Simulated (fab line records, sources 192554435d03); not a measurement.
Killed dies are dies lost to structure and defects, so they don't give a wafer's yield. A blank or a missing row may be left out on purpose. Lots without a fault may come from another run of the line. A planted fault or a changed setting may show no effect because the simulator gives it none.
Which tool did it? | flow n5_finfet | 24 lots, 72 wafers sampled, at 6 steps of a route of 1938

WHAT THE GAUGES READ, wafer by wafer
N5_BEOL_M9_CD_MEAS_11: target cd 64.1 nm.
lot  | measured     | on        | cd_nm (nm)
L074 | day 9 12:59  | cd_sem-03 | 64.0 64.1 64.8
L075 | day 9 17:11  | cd_sem-01 | 64.0 64.0 64.1
L076 | day 10 02:51 | cd_sem-03 | 63.6 63.0 64.0
L077 | day 10 03:01 | cd_sem-03 | 64.3 65.0 64.1
L078 | day 10 10:30 | cd_sem-03 | 64.1 63.8 64.1
L079 | day 10 17:37 | cd_sem-01 | 64.6 64.6 64.7
L080 | day 10 19:42 | cd_sem-02 | 64.1 64.4 64.5
L082 | day 11 08:19 | cd_sem-03 | 65.2 64.4 64.0
L081 | day 11 11:11 | cd_sem-02 | 63.7 65.1 63.7
L083 | day 11 17:57 | cd_sem-02 | 64.0 64.3 63.9
L084 | day 12 01:22 | cd_sem-03 | 64.8 64.1 65.2
L086 | day 12 04:58 | cd_sem-01 | 63.6 63.8 63.4
L085 | day 12 17:22 | cd_sem-02 | 65.0 64.5 65.1
L087 | day 12 17:34 | cd_sem-01 | 64.3 63.9 64.2
L088 | day 12 22:41 | cd_sem-02 | 63.8 64.3 64.2
L089 | day 12 22:51 | cd_sem-01 | 63.7 63.8 64.1
L090 | day 13 15:54 | cd_sem-01 | 63.8 64.2 64.6
L091 | day 14 00:23 | cd_sem-02 | 63.9 65.0 64.3
L092 | day 14 03:54 | cd_sem-01 | 64.0 64.6 64.5
L093 | day 14 04:25 | cd_sem-01 | 64.0 64.4 64.3
L094 | day 14 16:03 | cd_sem-01 | 64.0 64.1 64.0
L095 | day 14 19:47 | cd_sem-02 | 63.9 64.1 64.9
L097 | day 15 03:08 | cd_sem-01 | 62.8 63.5 62.9
L096 | day 15 07:29 | cd_sem-01 | 64.0 64.1 64.6

N5_BEOL_M9_CD_MEAS_35: target cd 70 nm, target cd y 40 nm.
lot  | measured     | on        | cd_nm (nm)
L074 | day 9 16:01  | cd_sem-02 | 69.7 70.0 70.9
L075 | day 9 19:26  | cd_sem-02 | 70.2 69.0 70.0
L076 | day 10 04:35 | cd_sem-03 | 70.2 69.9 70.1
L077 | day 10 06:50 | cd_sem-01 | 70.2 70.2 69.8
L078 | day 10 13:14 | cd_sem-03 | 70.5 69.3 70.8
L079 | day 10 19:31 | cd_sem-02 | 69.2 71.0 71.1
L080 | day 10 22:02 | cd_sem-01 | 69.4 70.3 70.2
L082 | day 11 12:44 | cd_sem-02 | 70.9 70.1 69.2
L081 | day 11 17:36 | cd_sem-03 | 69.3 70.7 68.6
L083 | day 11 19:39 | cd_sem-02 | 70.6 70.1 69.4
L084 | day 12 03:20 | cd_sem-01 | 69.7 69.7 70.3
L086 | day 12 07:24 | cd_sem-03 | 70.0 68.8 69.4
L085 | day 12 19:14 | cd_sem-03 | 71.2 70.1 70.5
L087 | day 12 20:07 | cd_sem-01 | 70.2 69.7 69.8
L088 | day 13 01:59 | cd_sem-02 | 69.2 70.8 69.2
L089 | day 13 01:55 | cd_sem-03 | 69.5 69.5 70.5
L090 | day 13 20:12 | cd_sem-02 | 69.2 69.9 70.1
L091 | day 14 03:31 | cd_sem-01 | 69.6 70.9 70.6
L092 | day 14 05:46 | cd_sem-03 | 70.2 70.9 69.8
L093 | day 14 06:40 | cd_sem-03 | 69.8 70.5 70.5
L094 | day 14 18:25 | cd_sem-03 | 70.4 69.5 69.2
L095 | day 14 22:19 | cd_sem-02 | 70.5 70.2 70.8
L097 | day 15 06:06 | cd_sem-03 | 68.5 68.7 68.6
L096 | day 15 09:10 | cd_sem-02 | 69.1 69.8 70.4

N5_BEOL_M9_INSPECT_58: inspects for defects (darkfield).
lot  | measured     | on                | raw_defect_count
L074 | day 9 18:48  | defect_inspect-01 | 81 99 108
L075 | day 9 22:31  | defect_inspect-02 | 74 67 89
L076 | day 10 08:32 | defect_inspect-01 | 90 69 107
L077 | day 10 09:14 | defect_inspect-02 | 84 95 112
L078 | day 10 15:22 | defect_inspect-02 | 53 29 37
L079 | day 10 23:04 | defect_inspect-02 | 58 41 42
L080 | day 11 00:16 | defect_inspect-02 | 111 103 123
L082 | day 11 15:27 | defect_inspect-02 | 76 87 99
L081 | day 11 20:46 | defect_inspect-01 | 37 82 77
L083 | day 11 22:01 | defect_inspect-02 | 57 84 88
L084 | day 12 05:54 | defect_inspect-02 | 42 75 59
L086 | day 12 09:55 | defect_inspect-01 | 47 60 65
L085 | day 12 21:44 | defect_inspect-01 | 67 76 77
L087 | day 12 22:47 | defect_inspect-02 | 71 91 94
L088 | day 13 05:27 | defect_inspect-01 | 61 52 57
L089 | day 13 05:14 | defect_inspect-02 | 85 49 66
L090 | day 13 22:34 | defect_inspect-01 | 86 116 90
L091 | day 14 05:46 | defect_inspect-01 | 60 64 81
L092 | day 14 08:40 | defect_inspect-02 | 96 71 67
L093 | day 14 09:17 | defect_inspect-02 | 50 79 54
L094 | day 14 20:59 | defect_inspect-02 | 63 94 80
L095 | day 15 01:01 | defect_inspect-02 | 69 122 76
L097 | day 15 09:41 | defect_inspect-01 | 74 57 113
L096 | day 15 13:10 | defect_inspect-01 | 82 84 93

WHICH TOOL RAN EACH LOT (tool, then ch and the chambers of the sampled wafers, then the start)
lot  | N5_BEOL_M8_ALD_77                   | N5_BEOL_M9_TRENCH_ETCH_37                     | N5_BEOL_M9_ALD_74
L074 | ald_metal-04 ch 1,2,3, day 9 08:30  | rie_diel-06 ch 0,1,3, day 9 16:01 or earlier  | ald_metal-03 ch 1,2,3, day 9 16:41
L075 | ald_metal-02 ch 0,3, day 9 13:18    | rie_diel-03 ch 0,1,3, day 9 19:26 or earlier  | ald_metal-02 ch 0,1,3, day 9 20:15
L076 | ald_metal-02 ch 0,1, day 9 22:47    | rie_diel-06 ch 0,1, day 10 04:35 or earlier   | ald_metal-04 ch 0,1, day 10 06:56
L077 | ald_metal-04 ch 1,2,3, day 9 23:02  | rie_diel-06 ch 0,2,3, day 10 06:50 or earlier | ald_metal-03 ch 0,1, day 10 07:28
L078 | ald_metal-01 ch 1,2,3, day 10 06:38 | rie_diel-06 ch 1,2,3, day 10 13:14 or earlier | ald_metal-04 ch 0,1,2, day 10 13:50
L079 | ald_metal-04 ch 0,2,3, day 10 13:35 | rie_diel-03 ch 0,3, day 10 19:31 or earlier   | ald_metal-03 ch 0,1,2, day 10 20:21
L080 | ald_metal-02 ch 0,1,2, day 10 14:42 | rie_diel-06 ch 2,3, day 10 22:02 or earlier   | ald_metal-04 ch 0,3, day 10 22:43
L082 | ald_metal-02 ch 0,1,2, day 11 02:54 | rie_diel-03 ch 0,1,3, day 11 12:44 or earlier | ald_metal-02 ch 2,3, day 11 13:55
L081 | ald_metal-02 ch 0,2,3, day 11 06:53 | rie_diel-03 ch 0,2,3, day 11 17:36 or earlier | ald_metal-02 ch 0,1,3, day 11 18:42
L083 | ald_metal-04 ch 0,2,3, day 11 12:14 | rie_diel-03 ch 1,3, day 11 19:39 or earlier   | ald_metal-04 ch 0,2,3, day 11 20:11
L084 | ald_metal-02 ch 0,3, day 11 20:37   | rie_diel-06 ch 0,2,3, day 12 03:20 or earlier | ald_metal-03 ch 0,2,3, day 12 03:49
L086 | ald_metal-02 ch 0,2,3, day 12 01:41 | rie_diel-03 ch 0,2,3, day 12 07:24 or earlier | ald_metal-02 ch 1,2,3, day 12 08:00
L085 | ald_metal-01 ch 0,1,3, day 12 11:02 | rie_diel-05 ch 2,3, day 12 19:14 or earlier   | ald_metal-03 ch 0,2,3, day 12 20:11
L087 | ald_metal-02 ch 0,2,3, day 12 11:18 | rie_diel-05 ch 0,3, day 12 20:07 or earlier   | ald_metal-03 ch 0,1, day 12 21:05
L088 | ald_metal-04 ch 1,2,3, day 12 19:02 | rie_diel-03 ch 0,1,2, day 13 01:59 or earlier | ald_metal-02 ch 1,3, day 13 02:47
L089 | ald_metal-02 ch 1,2, day 12 19:28   | rie_diel-05 ch 0,1,3, day 13 01:55 or earlier | ald_metal-04 ch 1,2,3, day 13 02:42
L090 | ald_metal-04 ch 0,1, day 13 11:59   | rie_diel-03 ch 0,3, day 13 20:12 or earlier   | ald_metal-02 ch 0,1,3, day 13 20:55
L091 | ald_metal-01 ch 1,3, day 13 19:31   | rie_diel-05 ch 1,2, day 14 03:31 or earlier   | ald_metal-04 ch 0,2,3, day 14 04:13
L092 | ald_metal-01 ch 0,2,3, day 13 21:24 | rie_diel-03 ch 0,1,3, day 14 05:46 or earlier | ald_metal-02 ch 1,2,3, day 14 07:04
L093 | ald_metal-04 ch 0,2,3, day 14 00:27 | rie_diel-05 ch 0,1, day 14 06:40 or earlier   | ald_metal-02 ch 1,2,3, day 14 07:49
L094 | ald_metal-02 ch 1,2,3, day 14 08:20 | rie_diel-03 ch 0,2,3, day 14 18:25 or earlier | ald_metal-03 ch 1,2, day 14 19:19
L095 | ald_metal-04 ch 1,2,3, day 14 16:13 | rie_diel-06 ch 0,2,3, day 14 22:19 or earlier | ald_metal-02 ch 0,1,3, day 14 23:07
L097 | ald_metal-04 ch 0,1,3, day 14 23:11 | rie_diel-03 ch 0,1,3, day 15 06:06 or earlier | ald_metal-04 ch 0,1,2, day 15 07:22
L096 | ald_metal-02 ch 0,1,2, day 15 03:22 | rie_diel-05 ch 1,2,3, day 15 09:10 or earlier | ald_metal-04 ch 0,1,2, day 15 10:06
- N5_BEOL_M8_ALD_77: deposits TaN, target thk 2 nm, pulse time 2 s, purge time 3 s.
- N5_BEOL_M9_TRENCH_ETCH_37: etches SiCOH lowk in C4F6/O2, target depth 151.43 nm, time 49 s.
- N5_BEOL_M9_ALD_74: deposits TaN, target thk 2 nm, pulse time 2 s, purge time 3 s.

WHAT THE TOOLS THEMSELVES READ (means of the sampled wafers that have a number; where no wafer has one, the mark that the record gives instead)
N5_BEOL_M8_ALD_77.
lot  | tool         | heater_power_w (W) | susceptor_temp_C (C)
L074 | ald_metal-04 | 432                | 275.16
L075 | ald_metal-02 | 372                | 274.79
L076 | ald_metal-02 | 402                | 275.13
L077 | ald_metal-04 | 426                | 275.13
L078 | ald_metal-01 | 426                | 275.03
L079 | ald_metal-04 | 424                | 275.03
L080 | ald_metal-02 | 400                | 275.05
L082 | ald_metal-02 | 400                | 275.14
L081 | ald_metal-02 | 376                | 274.78
L083 | ald_metal-04 | 427                | 275.06
L084 | ald_metal-02 | 386                | 274.88
L086 | ald_metal-02 | 378                | 275.03
L085 | ald_metal-01 | 434                | 274.75
L087 | ald_metal-02 | 389                | 275.16
L088 | ald_metal-04 | 428                | 274.91
L089 | ald_metal-02 | 410                | 274.92
L090 | ald_metal-04 | 430                | 274.89
L091 | ald_metal-01 | 422                | 275.12
L092 | ald_metal-01 | 407                | 274.81
L093 | ald_metal-04 | 425                | 275.14
L094 | ald_metal-02 | 392                | 275.14
L095 | ald_metal-04 | 420                | 275.08
L097 | ald_metal-04 | 415                | 275.06
L096 | ald_metal-02 | 405                | 275.00

N5_BEOL_M9_TRENCH_ETCH_37.
lot  | tool        | bias_w (W) | drypump_motor_current_A (A) | oes_product_au (a.u.) | rf_fwd_power_W (W) | rf_vpp_V (V) | showerhead_plenum_p_Torr (Torr) | throttle_valve_pct (%)
L074 | rie_diel-06 | 185.6      | 5.8                         | 0.78                  | 341.8              | 660          | 2.90                            | 21.12
L075 | rie_diel-03 | 185.5      | 5.6                         | 0.72                  | 342.6              | 666          | 2.79                            | 21.09
L076 | rie_diel-06 | 185.4      | 5.8                         | 0.72                  | 340.6              | 658          | 2.88                            | 21.12
L077 | rie_diel-06 | 184.5      | 5.7                         | 0.76                  | 340.3              | 657          | 2.85                            | 21.03
L078 | rie_diel-06 | 184.7      | 5.7                         | 0.76                  | 342.1              | 665          | 2.88                            | 20.98
L079 | rie_diel-03 | 184.6      | 5.3                         | 0.71                  | 341.7              | 669          | 2.82                            | 21.07
L080 | rie_diel-06 | 185.4      | 5.7                         | 0.81                  | 341.4              | 658          | 2.86                            | 21.04
L082 | rie_diel-03 | 185.3      | 5.7                         | 0.71                  | 342.8              | 666          | 2.78                            | 21.13
L081 | rie_diel-03 | 184.7      | 5.4                         | 0.77                  | 342.1              | 668          | 2.89                            | 21.02
L083 | rie_diel-03 | 184.7      | 5.9                         | 0.71                  | 340.6              | 665          | 2.75                            | 21.14
L084 | rie_diel-06 | 184.7      | 5.7                         | 0.75                  | 340.0              | 655          | 2.84                            | 21.07
L086 | rie_diel-03 | 185.0      | 5.4                         | 0.76                  | 342.1              | 667          | 2.89                            | 21.01
L085 | rie_diel-05 | 184.8      | 5.8                         | 0.84                  | 342.8              | 673          | 2.92                            | 20.90
L087 | rie_diel-05 | 184.4      | 6.0                         | 0.81                  | 341.5              | 679          | 2.91                            | 21.12
L088 | rie_diel-03 | 185.4      | 5.7                         | 0.76                  | 342.5              | 672          | 2.84                            | 21.04
L089 | rie_diel-05 | 185.3      | 5.9                         | 0.77                  | 341.6              | 677          | 2.84                            | 20.95
L090 | rie_diel-03 | 185.1      | 5.3                         | 0.69                  | 342.4              | 669          | 2.81                            | 21.12
L091 | rie_diel-05 | 184.5      | 5.7                         | 0.75                  | 340.6              | 678          | 2.82                            | 20.63
L092 | rie_diel-03 | 184.9      | 5.6                         | 0.70                  | 341.9              | 666          | 2.78                            | 21.15
L093 | rie_diel-05 | 185.6      | 5.7                         | 0.71                  | 339.9              | 675          | 2.77                            | 20.78
L094 | rie_diel-03 | 185.1      | 5.4                         | 0.75                  | 341.7              | 667          | 2.88                            | 21.05
L095 | rie_diel-06 | 185.1      | 5.7                         | 0.84                  | 340.5              | 656          | 2.83                            | 20.94
L097 | rie_diel-03 | 184.8      | 5.6                         | 0.70                  | 342.8              | 666          | 2.77                            | 21.17
L096 | rie_diel-05 | 184.4      | 5.8                         | 0.78                  | 340.9              | 679          | 2.89                            | 20.84

N5_BEOL_M9_ALD_74.
lot  | tool         | heater_power_w (W) | susceptor_temp_C (C)
L074 | ald_metal-03 | 409                | 275.06
L075 | ald_metal-02 | 397                | 274.86
L076 | ald_metal-04 | 430                | 275.05
L077 | ald_metal-03 | 403                | 274.84
L078 | ald_metal-04 | 447                | 274.77
L079 | ald_metal-03 | 411                | 274.93
L080 | ald_metal-04 | 405                | 274.89
L082 | ald_metal-02 | 377                | 275.14
L081 | ald_metal-02 | 392                | 274.98
L083 | ald_metal-04 | 424                | 274.97
L084 | ald_metal-03 | 385                | 274.93
L086 | ald_metal-02 | 399                | 275.12
L085 | ald_metal-03 | 375                | 274.84
L087 | ald_metal-03 | 402                | 274.97
L088 | ald_metal-02 | 405                | 274.85
L089 | ald_metal-04 | 425                | 275.02
L090 | ald_metal-02 | 394                | 275.11
L091 | ald_metal-04 | 432                | 274.98
L092 | ald_metal-02 | 395                | 275.21
L093 | ald_metal-02 | 393                | 275.12
L094 | ald_metal-03 | 442                | 274.89
L095 | ald_metal-02 | 396                | 275.08
L097 | ald_metal-04 | 437                | 275.08
L096 | ald_metal-04 | 444                | 275.06

THE ANSWER, worked out from the rows above alone
Rule: what is usual is taken from the lots themselves. Put in order of their means at a reading, lots are off if they are a third of the lots or fewer, leave a main group of 4 or more, and stand apart from it by a gap of 3 or more times the standard deviation of the main group's means; of several such gaps the widest counts. A main group whose means are all the same, to the digits that the tables above print for the reading, isn't used. A lot without any number at a reading at which 4 lots or more have one is off too. The other lots that the step has rows for count as sound. The gauges are gone through in route order, then the tools' own readings, and for those a lot's mean is taken as printed above. The first step at which some lot is off is used, and at that step the reading that is off furthest; a lot without a number counts as furthest.
No lot is off at any reading shown: from this, nothing can be told.

WHAT THE SIMULATOR HAD PUT IN
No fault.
